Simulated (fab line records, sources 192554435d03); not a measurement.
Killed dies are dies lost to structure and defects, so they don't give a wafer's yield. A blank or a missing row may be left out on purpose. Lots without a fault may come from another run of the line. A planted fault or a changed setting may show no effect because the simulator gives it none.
fab line records | flow n5_finfet
record lots=7 wafers=39
route steps=1938 shown WELL_APT@55 FIN_SAQP@94 FIN_CUT@173 DUMMY_GATE@248 SPACER0@259 MOL_CONTACT_COAG@610 BEOL_M4@1111
start_h: hours from the record's first day to the start of the lot's first wafer shown | wait_h: hours since the lot's step before | " the same as in the row above | L1.1+2: a row that stands for several wafers | - no value, or no start given | * or withheld: withheld | < > ~ a bound
route shown NAME@n: a module of which the file shows steps, and the number in the route of the first | usual: mean/standard deviation of fault-free wafers | same: alike in all rows | chamber/n: place in a boat | sites: the reading at each site | _std_site: their standard deviation | _edge_site: outer sites' mean less inner sites' | radius_mm: how far each site lies from the wafer's centre | mask NAME#n: copy n | behind: the tool/chamber that last shaped the wafer | hold: why the lot was held/for how many hours/how that ended | device: the transistor (n, p or np) that didn't switch | end of line: the same wafers' tests at the end of the route | a step without rows: its recipe alone | killed: dies lost to structure and defects at the first sort, not the wafer's yield | map: a wafer's dies, x killed, . not, _ none there
set.NAME: the setting as run; set.NAME@STEP: as run at that earlier step | model.NAME: the simulator's own value behind a step, which no gauge read
lots whose settings were changed on purpose; a table a step, a row a wafer
## steps
# step N5_WELL_APT_EPI_41
# recipe material=Si target_thk_a=500 temp_c=650 precursor=SiH4/H2 pressure_torr=20 time_s=297.7
# step N5_FIN_SAQP_ALD_61
# recipe material=SiO2 target_thk_a=40 temp_c=300 ald_precursor_family=BDEAS ald_co_reactant=O2-plasma pulse_time_s=1 purge_time_s=2 co_reactant_purge_time_s=2 ald_cycles=43 pressure_torr=2
# step N5_FIN_SAQP_MANDREL_ETCH_22
# recipe target_depth_a=600 chemistry=HBr/Cl2 target=a-Si stop_on=SiNx bt_time_s=10 over_etch_frac=0.5 time_s=30 pressure_mtorr=10 icp_w=800 bias_w=75 HBr_flow_sccm=150 Cl2_flow_sccm=80 ends=end_point
# step N5_FIN_CUT_CUT_ETCH_26
# recipe chemistry=CH3F/O2 target=SiNx target_depth_a=390 mask_material=SOC time_s=55.7 pressure_mtorr=30 source_w=395 bias_w=73 Ar_flow_sccm=150 CH3F_flow_sccm=30 O2_flow_sccm=20 ion_energy_ev=120
# step N5_DUMMY_GATE_ETCH_44
# recipe chemistry=HBr/O2 over_etch_frac=0.7 target_depth_a=1275 stop_on=SiO2 ion_energy_ev=60 bias_w=20 target=poly-Si mask_material=SiO2 pressure_mtorr=20 icp_w=400 HBr_flow_sccm=120 O2_flow_sccm=10
# step N5_SPACER0_ALD_00
# recipe material=SiOCN target_thk_a=35 temp_c=400 ald_precursor_family=alkyl-aminosilane ald_co_reactant=O2/N2-plasma pulse_time_s=3 purge_time_s=2 co_reactant_purge_time_s=2 ald_cycles=58 pressure_torr=2
# step N5_MOL_CONTACT_COAG_ETCH_67
# recipe chemistry=N2/H2 target=SOC target_depth_a=600 overetch_a=210 mask_material=SiARC temp_c=40 time_s=101.2 ion_energy_ev=200 pressure_mtorr=30 source_w=840 bias_w=150 n2_flow_sccm=200 h2_flow_sccm=200
# step N5_BEOL_M4_RC_MEAS_101
# usual CJ_N=4.32/0.1 ION_P=461/7 REXT_N=75.0/1.6 REXT_P=100.3/2.6
# columns lot.wafer tool chamber start_h wait_h set.time_s@WELL_APT_EPI_41 set.temp_c@FIN_SAQP_ALD_61 set.icp_w@FIN_SAQP_MANDREL_ETCH_22 set.target_depth_a@FIN_CUT_CUT_ETCH_26 set.target_depth_a@DUMMY_GATE_ETCH_44 set.ald_cycles@SPACER0_ALD_00 set.source_w@MOL_CONTACT_COAG_ETCH_67 CJ_N ION_P[uA/um] REXT_N[ohm.um] REXT_P[ohm.um]
L082.1 prober-01 0 240.70 0.0 308.4 300 899.4 390 1390 58 972.1 4.20 455 75.0 99.8
L082.2 " 0 " " 297.7 300 899.4 415.9 1275 58 840 4.32 460 75.2 100.3
L082.3 " 0 " " 308.4 300 899.4 390 1275 58 840 4.15 466 75.2 99.8
L082.4 " 0 " " 308.4 300 800 415.9 1275 58 972.1 4.09 445 75.0 100.7
L082.5 " 0 " " 297.7 300 800 390 1390 58 972.1 4.29 462 75.5 100.8
L082.6 " 0 " " 297.7 300 800 415.9 1390 58 840 4.32 459 74.7 100.4
L084.1 prober-02 0 264.42 0.0 290.8 300 800 404 1275 58 892.7 4.42 473 77.1 99.3
L084.2 " 0 " " 297.7 309.3 839.7 404 1275 66 892.7 4.30 450 82.4 108.5
L084.3 " 0 " " 297.7 300 800 390 1275 66 840 4.47 445 81.5 107.6
L084.4 " 0 " " 290.8 300 839.7 404 1275 66 840 4.57 456 81.4 107.0
L084.5 " 0 " " 290.8 309.3 839.7 390 1275 58 892.7 4.48 467 76.4 100.6
L084.6 " 0 " " 297.7 309.3 800 390 1275 58 840 4.42 460 76.7 100.4
L086.1 prober-02 0 271.14 0.0 312.4 300 800 390 1275 62 840 4.08 456 76.2 101.6
L086.2 " 0 " " 297.7 300 886.6 390 1275 58 840 4.47 461 72.8 98.5
L086.3 " 0 " " 297.7 291.6 800 390 1275 62 840 4.39 453 75.0 101.6
L086.4 " 0 " " 297.7 291.6 886.6 390 1275 58 840 4.32 457 74.2 98.9
L086.5 " 0 " " 312.4 300 800 390 1275 58 840 4.18 470 71.6 97.9
L086.6 " 0 " " 312.4 291.6 886.6 390 1275 62 840 4.22 457 74.1 101.0
L085.1 prober-02 0 272.79 0.0 297.7 300 800 416.8 1275 50 840 4.23 469 69.5 97.0
L085.2 " 0 " " 274 300 800 416.8 1275 58 776.3 4.66 460 71.6 98.5
L085.3 " 0 " " 274 300 689.2 390 1275 50 776.3 4.51 466 68.7 94.6
L085.4 " 0 " " 297.7 300 689.2 416.8 1345 50 840 4.17 472 68.6 94.5
L085.5 " 0 " " 274 300 800 390 1345 58 776.3 4.64 458 72.8 99.3
L085.6 " 0 " " 297.7 300 689.2 390 1345 58 840 4.16 457 73.4 99.9
L090.1 prober-02 0 303.93 0.0 297.7 312.8 800 428.8 1275 67 775.8 4.47 439 83.7 109.6
L090.2 " 0 " " 297.7 300 800 390 1275 58 775.8 4.54 456 75.6 101.6
L090.3 " 0 " " 297.7 312.8 800 390 1275 58 840 4.50 451 76.2 101.7
L090.4 " 0 " " 297.7 312.8 800 428.8 1275 58 840 4.34 456 77.1 101.0
L090.5 " 0 " " 297.7 300 800 390 1275 67 775.8 4.52 436 82.3 109.2
L090.6 " 0 " " 297.7 300 800 428.8 1275 67 840 4.43 440 81.5 107.4
L094.1 prober-01 0 315.90 0.0 297.7 313.3 800 390 1275 58 895.8 4.32 454 73.1 101.3
L094.2 " 0 " " 297.7 313.3 800 390 1275 58 895.8 4.43 468 72.1 101.1
L094.3 " 0 " " 308.1 300 800 390 1275 58 840 4.21 460 72.3 100.6
L094.4 " 0 " " 308.1 313.3 800 390 1275 58 840 4.09 461 72.7 100.1
L094.5 " 0 " " 297.7 300 800 390 1275 58 840 4.37 460 72.8 101.8
L094.6 " 0 " " 308.1 300 800 390 1275 58 895.8 4.24 462 72.2 100.8
L093.1 prober-02 0 322.04 0.0 297.7 300 800 390 1275 58 840 4.40 455 76.5 98.9
L093.3 " 0 " " 297.7 300 800 390 1275 58 840 4.35 447 76.6 97.7
L093.5 " 0 " " 297.7 300 800 390 1275 58 840 4.29 451 77.0 98.4
## key
split step=N5_WELL_APT_EPI_41 setting=time_s stated_as=297.7
response step=N5_BEOL_M4_RC_MEAS_101 reading=CJ_N slope=-0.0471 per=1% together_with=all explained=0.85
split step=N5_FIN_SAQP_ALD_61 setting=temp_c stated_as=300
response none clear
split step=N5_FIN_SAQP_MANDREL_ETCH_22 setting=icp_w stated_as=800
response none clear
split step=N5_FIN_CUT_CUT_ETCH_26 setting=target_depth_a stated_as=390
response none clear
split step=N5_DUMMY_GATE_ETCH_44 setting=target_depth_a stated_as=1275
response none clear
split step=N5_SPACER0_ALD_00 setting=ald_cycles stated_as=58
response step=N5_BEOL_M4_RC_MEAS_101 reading=REXT_P slope=+0.444 per=1% together_with=all explained=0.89
response step=N5_BEOL_M4_RC_MEAS_101 reading=REXT_N slope=+0.352 per=1% together_with=all explained=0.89
response step=N5_BEOL_M4_RC_MEAS_101 reading=ION_P slope=-1.1 per=1% together_with=all explained=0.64
split step=N5_MOL_CONTACT_COAG_ETCH_67 setting=source_w stated_as=840
response none clear
